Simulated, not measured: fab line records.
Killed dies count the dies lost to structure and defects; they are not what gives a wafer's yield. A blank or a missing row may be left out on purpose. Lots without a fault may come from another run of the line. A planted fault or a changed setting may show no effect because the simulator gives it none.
The tool behind it: which one? | flow nand_harc | 24 lots with 72 wafers sampled at 6 steps, on a route of 1302 steps

## WHAT THE GAUGES READ, wafer by wafer
NHARC_A_CHANNEL_FILL_D2_THK_MEAS_06: measures by ellipsometry. Usual: thk_nm 5.1 nm, standard deviation 0.99.
lot  | measured     | on            | thk_nm (nm) | flag
L074 | day 15 02:13 | film_metro-01 | 5.1 6.8 6.0 |
L076 | day 16 00:09 | film_metro-02 | 5.2 4.5 6.1 |
L077 | day 16 05:47 | film_metro-02 | 3.6 5.4 5.6 |
L078 | day 16 11:51 | film_metro-01 | 5.9 6.0 4.6 |
L079 | day 17 01:54 | film_metro-01 | 4.9 4.8 5.5 |
L075 | day 17 21:43 | film_metro-01 | 6.2 4.7 6.0 |
L080 | day 18 04:50 | film_metro-02 | 6.1 5.7 2.7 |
L081 | day 17 21:43 | film_metro-02 | 5.5 5.4 4.5 |
L082 | day 18 04:50 | film_metro-01 | 4.6 5.6 3.8 |
L084 | day 18 17:41 | film_metro-01 | 5.4 4.0 4.2 |
L083 | day 18 17:41 | film_metro-02 | 3.8 4.8 4.7 |
L085 | day 19 19:30 | film_metro-01 | 4.2 5.3 5.7 |
L086 | day 19 19:30 | film_metro-02 | 5.9 4.9 6.3 |
L087 | day 21 01:01 | film_metro-02 | 5.0 5.4 6.1 |
L088 | day 21 09:08 | film_metro-02 | 5.2 5.4 4.8 |
L090 | day 21 09:08 | film_metro-02 | 5.8 6.1 5.1 |
L089 | day 21 09:08 | film_metro-02 | 4.8 4.3 5.1 |
L091 | day 21 23:32 | film_metro-01 | 5.3 5.6 4.7 |
L092 | day 21 23:32 | film_metro-02 | 4.1 4.7 3.9 |
L093 | day 22 19:11 | film_metro-02 | 6.0 7.1 6.4 |
L094 | day 23 14:26 | film_metro-01 | 4.5 5.3 4.2 |
L095 | day 24 02:41 | film_metro-01 | 6.8 4.7 4.8 |
L096 | day 23 19:52 | film_metro-02 | 3.2 5.2 6.1 |
L097 | day 24 02:43 | film_metro-02 | 5.4 4.7 4.1 |

NHARC_A_CHANNEL_FILL_D2_INSPECT_13. Usual: raw_defect_count 393, standard deviation 130.
lot  | measured     | on                | raw_defect_count | flag
L074 | day 15 14:20 | defect_inspect-02 | 357 373 507      |
L076 | day 16 12:02 | defect_inspect-01 | 384 339 467      |
L077 | day 16 18:11 | defect_inspect-02 | 261 310 262      |
L078 | day 17 00:13 | defect_inspect-02 | 308 214 343      |
L079 | day 17 13:52 | defect_inspect-02 | 384 238 282      |
L075 | day 18 09:46 | defect_inspect-01 | 385 538 378      |
L080 | day 18 19:58 | defect_inspect-01 | 451 421 321      |
L081 | day 18 09:43 | defect_inspect-02 | 450 365 496      |
L082 | day 18 16:44 | defect_inspect-02 | 266 252 272      |
L084 | day 19 05:35 | defect_inspect-02 | 465 365 539      |
L083 | day 19 05:45 | defect_inspect-02 | 294 343 481      |
L085 | day 20 08:13 | defect_inspect-01 | 295 363 221      |
L086 | day 20 08:15 | defect_inspect-01 | 270 404 298      |
L087 | day 21 12:57 | defect_inspect-02 | 440 485 252      |
L088 | day 21 21:41 | defect_inspect-02 | 425 395 529      |
L090 | day 21 21:52 | defect_inspect-02 | 250 292 208      |
L089 | day 21 21:41 | defect_inspect-01 | 389 312 367      |
L091 | day 22 11:27 | defect_inspect-01 | 612 542 591      |
L092 | day 22 11:23 | defect_inspect-02 | 263 275 258      |
L093 | day 23 07:13 | defect_inspect-02 | 493 435 361      |
L094 | day 24 02:33 | defect_inspect-01 | 345 620 432      |
L095 | day 24 14:49 | defect_inspect-01 | 415 382 490      |
L096 | day 24 07:52 | defect_inspect-02 | 191 331 329      |
L097 | day 24 14:59 | defect_inspect-01 | 400 715 367      |

## WHAT TOOL EACH LOT RAN ON (gives the tool, then ch and the chambers of the sampled wafers, and finally the start)
lot  | NHARC_A_ONON_D1_DEP_33          | NHARC_A_CHANNEL_HOLE_D1_DEP_01  | NHARC_A_CHANNEL_FILL_D1_ALD_02   | NHARC_A_CHANNEL_HOLE_D2_ETCH_24
L074 | pecvd-03 ch 0,2, day 8 10:50    | pecvd-02 ch 0,2, day 8 13:19    | ald_hk-04 ch 0,1,3, day 8 21:30  | har_etch-02 ch 0,1, day 13 07:50
L076 | pecvd-04 ch 1,2, day 9 04:48    | pecvd-04 ch 1,2, day 9 13:35    | ald_hk-04 ch 0,1, day 9 21:35    | har_etch-01 ch 0,1, day 14 07:35
L077 | pecvd-01 ch 1,2, day 9 11:01    | pecvd-02 ch 0,2, day 9 15:19    | ald_hk-01 ch 1,2, day 9 23:32    | har_etch-02 ch 1, day 14 10:38
L078 | pecvd-04 ch 0,1, day 9 18:50    | pecvd-02 ch 0,1, day 9 21:18    | ald_hk-02 ch 0,2, day 10 05:14   | har_etch-01 ch 0, day 14 19:16
L079 | pecvd-04 ch 0,1, day 10 11:15   | pecvd-04 ch 1,2, day 10 14:16   | ald_hk-01 ch 1,3, day 10 22:14   | har_etch-01 ch 0,1, day 15 08:58
L075 | pecvd-01 ch 0,1,2, day 10 18:28 | pecvd-01 ch 0,1,2, day 10 23:38 | ald_hk-01 ch 0,1,2, day 11 09:40 | har_etch-02 ch 0,1, day 16 05:05
L080 | pecvd-04 ch 0,1,2, day 10 23:29 | pecvd-02 ch 1,2, day 11 02:15   | ald_hk-01 ch 0,1, day 11 13:40   | har_etch-02 ch 0,1, day 16 09:46
L081 | pecvd-03 ch 0,2, day 11 05:35   | pecvd-01 ch 0,1, day 11 10:12   | ald_hk-02 ch 0,1,2, day 11 18:03 | har_etch-01 ch 0,1, day 16 04:50
L082 | pecvd-03 ch 0,1,2, day 11 10:53 | pecvd-01 ch 0,1, day 11 16:21   | ald_hk-02 ch 0,1,2, day 12 01:14 | har_etch-01 ch 0,1, day 16 13:10
L084 | pecvd-03 ch 0,1, day 12 07:16   | pecvd-01 ch 1,2, day 12 09:44   | ald_hk-01 ch 1,2,3, day 12 18:02 | har_etch-01 ch 0,1, day 17 03:42
L083 | pecvd-01 ch 0,1,2, day 12 07:23 | pecvd-02 ch 0,2, day 12 09:50   | ald_hk-02 ch 0,2, day 12 18:22   | har_etch-01 ch 0,1, day 16 23:33
L085 | pecvd-01 ch 0,2, day 13 04:12   | pecvd-02 ch 1,2, day 13 07:56   | ald_hk-02 ch 1,2,3, day 13 16:07 | har_etch-02 ch 0, day 18 02:01
L086 | pecvd-01 ch 0,1,2, day 13 08:01 | pecvd-01 ch 0,2, day 13 10:30   | ald_hk-04 ch 0,1,3, day 13 22:35 | har_etch-01 ch 0, day 18 03:04
L087 | pecvd-04 ch 0,1, day 14 06:20   | pecvd-04 ch 1,2, day 14 08:50   | ald_hk-02 ch 1,2,3, day 14 16:47 | har_etch-02 ch 0,1, day 19 09:05
L088 | pecvd-03 ch 0,2, day 14 06:34   | pecvd-02 ch 1,2, day 14 10:45   | ald_hk-02 ch 0,2,3, day 15 00:54 | har_etch-02 ch 0,1, day 19 18:17
L090 | pecvd-01 ch 0,2, day 14 18:44   | pecvd-01 ch 0,2, day 14 21:23   | ald_hk-04 ch 1,2, day 15 07:26   | har_etch-02 ch 0,1, day 19 14:14
L089 | pecvd-04 ch 1,2, day 14 18:47   | pecvd-02 ch 0,1, day 14 21:20   | ald_hk-04 ch 0,1,2, day 15 09:28 | har_etch-01 ch 0,1, day 19 16:46
L091 | pecvd-03 ch 0,2, day 15 03:10   | pecvd-01 ch 1,2, day 15 08:20   | ald_hk-01 ch 0,2,3, day 15 20:35 | har_etch-01 ch 0,1, day 20 08:12
L092 | pecvd-04 ch 1,2, day 15 13:24   | pecvd-04 ch 1,2, day 15 15:55   | ald_hk-01 ch 0,2,3, day 15 23:59 | har_etch-02 ch 0,1, day 20 07:31
L093 | pecvd-04 ch 0,1, day 16 01:29   | pecvd-04 ch 0,2, day 16 04:05   | ald_hk-01 ch 0,3, day 16 12:50   | har_etch-01 ch 0,1, day 21 00:54
L094 | pecvd-01 ch 1,2, day 16 18:14   | pecvd-02 ch 1,2, day 17 01:24   | ald_hk-04 ch 2,3, day 17 12:32   | har_etch-02 ch 0, day 21 22:22
L095 | pecvd-01 ch 0,2, day 17 01:20   | pecvd-02 ch 0,2, day 17 07:01   | ald_hk-01 ch 0,1, day 17 20:07   | har_etch-01 ch 0,1, day 22 06:56
L096 | pecvd-03 ch 0,1,2, day 17 06:25 | pecvd-02 ch 0,1, day 17 08:57   | ald_hk-02 ch 1,2, day 17 19:55   | har_etch-02 ch 0, day 22 02:31
L097 | pecvd-01 ch 0,2, day 17 15:44   | pecvd-01 ch 0,1,2, day 17 18:11 | ald_hk-04 ch 0,2,3, day 18 02:31 | har_etch-01 ch 1, day 22 12:22
- NHARC_A_ONON_D1_DEP_33: deposits SiO2, target thk 200 nm.
- NHARC_A_CHANNEL_HOLE_D1_DEP_01: deposits SiON, target thk 140 nm.
- NHARC_A_CHANNEL_FILL_D1_ALD_02: deposits SiO2, target thk 6 nm, pulse time 10 s, ald cycles 60.
- NHARC_A_CHANNEL_HOLE_D2_ETCH_24: etches the open film in C4F8/O2/Ar, time 906.2 s, target depth 1500 nm.

## WHAT THE TOOLS THEMSELVES READ (means of the sampled wafers that have a number; where no wafer has one, the mark that the record gives instead)
NHARC_A_ONON_D1_DEP_33. Usual: heater_power_w 554 W, standard deviation 120; throttle_valve_pct 16.0 %, standard deviation 0.48.
lot  | tool     | heater_power_w (W) | throttle_valve_pct (%) | flag
L074 | pecvd-03 | 471                | 16.0                   |
L076 | pecvd-04 | 439                | 16.3                   |
L077 | pecvd-01 | 517                | 16.2                   |
L078 | pecvd-04 | 495                | 15.9                   |
L079 | pecvd-04 | 511                | 16.1                   |
L075 | pecvd-01 | 645                | 16.0                   |
L080 | pecvd-04 | 538                | 16.1                   |
L081 | pecvd-03 | 525                | 15.8                   |
L082 | pecvd-03 | 559                | 16.0                   |
L084 | pecvd-03 | 562                | 15.8                   |
L083 | pecvd-01 | 634                | 16.3                   |
L085 | pecvd-01 | 675                | 16.3                   |
L086 | pecvd-01 | 596                | 16.2                   |
L087 | pecvd-04 | 590                | 15.4                   |
L088 | pecvd-03 | 469                | 16.0                   |
L090 | pecvd-01 | 705                | 15.4                   |
L089 | pecvd-04 | 442                | 15.9                   |
L091 | pecvd-03 | 450                | 16.1                   |
L092 | pecvd-04 | 529                | 16.4                   |
L093 | pecvd-04 | 483                | 15.9                   |
L094 | pecvd-01 | 499                | 16.2                   |
L095 | pecvd-01 | 707                | 15.5                   |
L096 | pecvd-03 | 498                | 15.9                   |
L097 | pecvd-01 | 605                | 16.0                   |

NHARC_A_CHANNEL_HOLE_D1_DEP_01. Usual: heater_power_w 768 W, standard deviation 95.
lot  | tool     | heater_power_w (W) | flag
L074 | pecvd-02 | 726                |
L076 | pecvd-04 | 667                |
L077 | pecvd-02 | 677                |
L078 | pecvd-02 | 725                |
L079 | pecvd-04 | 717                |
L075 | pecvd-01 | 781                |
L080 | pecvd-02 | 814                |
L081 | pecvd-01 | 856                |
L082 | pecvd-01 | 950                |
L084 | pecvd-01 | 722                |
L083 | pecvd-02 | 783                |
L085 | pecvd-02 | 757                |
L086 | pecvd-01 | 915                |
L087 | pecvd-04 | 647                |
L088 | pecvd-02 | 755                |
L090 | pecvd-01 | 794                |
L089 | pecvd-02 | 821                |
L091 | pecvd-01 | 744                |
L092 | pecvd-04 | 627                |
L093 | pecvd-04 | 787                |
L094 | pecvd-02 | 800                |
L095 | pecvd-02 | 785                |
L096 | pecvd-02 | 774                |
L097 | pecvd-01 | 822                |

NHARC_A_CHANNEL_FILL_D1_ALD_02. Usual: heater_power_w 432 W, standard deviation 47; precursor_pulse_height_rel 1.003, standard deviation 0.02.
lot  | tool      | heater_power_w (W) | precursor_pulse_height_rel | flag
L074 | ald_hk-04 | 461                | 0.990                      |
L076 | ald_hk-04 | 496                | 0.994                      |
L077 | ald_hk-01 | 385                | 1.016                      |
L078 | ald_hk-02 | 442                | 0.998                      |
L079 | ald_hk-01 | 418                | 0.996                      |
L075 | ald_hk-01 | 403                | 1.002                      |
L080 | ald_hk-01 | 386                | 1.009                      |
L081 | ald_hk-02 | 419                | 1.012                      |
L082 | ald_hk-02 | 424                | 1.003                      |
L084 | ald_hk-01 | 405                | 0.987                      |
L083 | ald_hk-02 | 446                | 0.979                      |
L085 | ald_hk-02 | 432                | 1.000                      |
L086 | ald_hk-04 | 451                | 0.994                      |
L087 | ald_hk-02 | 432                | 1.020                      |
L088 | ald_hk-02 | 465                | 1.016                      |
L090 | ald_hk-04 | 465                | 1.004                      |
L089 | ald_hk-04 | 463                | 1.023                      |
L091 | ald_hk-01 | 422                | 0.993                      |
L092 | ald_hk-01 | 420                | 1.002                      |
L093 | ald_hk-01 | 446                | 1.010                      |
L094 | ald_hk-04 | 406                | 1.004                      |
L095 | ald_hk-01 | 382                | 1.021                      |
L096 | ald_hk-02 | 411                | 0.991                      |
L097 | ald_hk-04 | 429                | 1.004                      |

NHARC_A_CHANNEL_HOLE_D2_ETCH_24. Usual: c4f8_flow_sccm 93.82 sccm, standard deviation 0.29; drypump_motor_current_A 5.9 A, standard deviation 0.48; o2_flow_sccm 31.20 sccm, standard deviation 0.097; showerhead_plenum_p_Torr 3.59 Torr, standard deviation 0.052; throttle_valve_pct 32.234 %, standard deviation 0.0081.
lot  | tool        | c4f8_flow_sccm (sccm) | drypump_motor_current_A (A) | o2_flow_sccm (sccm) | showerhead_plenum_p_Torr (Torr) | throttle_valve_pct (%) | flag
L074 | har_etch-02 | 93.60                 | 5.6                         | 31.23               | 3.66                            | 32.231                 |
L076 | har_etch-01 | 93.99                 | 5.9                         | 31.25               | 3.62                            | 32.228                 |
L077 | har_etch-02 | 94.12                 | 5.2                         | 31.11               | 3.65                            | 32.236                 |
L078 | har_etch-01 | 93.96                 | 6.2                         | 31.19               | 3.54                            | 32.236                 |
L079 | har_etch-01 | 93.71                 | 6.1                         | 31.16               | 3.57                            | 32.227                 |
L075 | har_etch-02 | 93.97                 | 5.5                         | 31.27               | 3.64                            | 32.229                 |
L080 | har_etch-02 | 93.97                 | 6.0                         | 31.26               | 3.63                            | 32.235                 |
L081 | har_etch-01 | 93.70                 | 5.9                         | 31.13               | 3.60                            | 32.240                 |
L082 | har_etch-01 | 93.68                 | 5.9                         | 31.25               | 3.60                            | 32.235                 |
L084 | har_etch-01 | 93.92                 | 6.1                         | 31.13               | 3.55                            | 32.230                 |
L083 | har_etch-01 | 93.33                 | 6.1                         | 31.22               | 3.56                            | 32.243                 |
L085 | har_etch-02 | 93.67                 | 6.4                         | 31.23               | 3.62                            | 32.229                 |
L086 | har_etch-01 | 93.69                 | 6.2                         | 31.13               | 3.51                            | 32.246                 |
L087 | har_etch-02 | 94.24                 | 5.5                         | 31.18               | 3.62                            | 32.235                 |
L088 | har_etch-02 | 94.04                 | 5.6                         | 31.21               | 3.61                            | 32.232                 |
L090 | har_etch-02 | 93.92                 | 5.5                         | 31.13               | 3.62                            | 32.237                 |
L089 | har_etch-01 | 94.25                 | 6.1                         | 31.26               | 3.53                            | 32.229                 |
L091 | har_etch-01 | 93.79                 | 6.1                         | 31.27               | 3.53                            | 32.234                 |
L092 | har_etch-02 | 93.83                 | 6.0                         | 31.18               | 3.61                            | 32.228                 |
L093 | har_etch-01 | 93.79                 | 5.9                         | 31.18               | 3.56                            | 32.235                 |
L094 | har_etch-02 | 93.50                 | 6.4                         | 31.35               | 3.60                            | 32.231                 |
L095 | har_etch-01 | 93.56                 | 6.1                         | 31.23               | 3.52                            | 32.236                 |
L096 | har_etch-02 | 93.92                 | 6.5                         | 31.30               | 3.60                            | 32.235                 |
L097 | har_etch-01 | 93.93                 | 5.8                         | 31.10               | 3.59                            | 32.235                 |

## THE ANSWER, worked out from the rows above alone
Rule: lot off if the mean of its wafers having a number is beyond 3 standard deviations from the usual mean. Also off: a lot with no number at a reading for which 4 or more lots have one. All remaining lots with rows at the step are treated as sound. Order of review: gauges by route order, followed by the tools' own readings, for which a lot's mean as printed above is used. The first step at which some lot is off is used, and at that step the reading that is off furthest; a lot without a number counts as furthest.
No lot is off on any of the readings shown, so nothing can be concluded from this.

## WHAT THE SIMULATOR PUT IN
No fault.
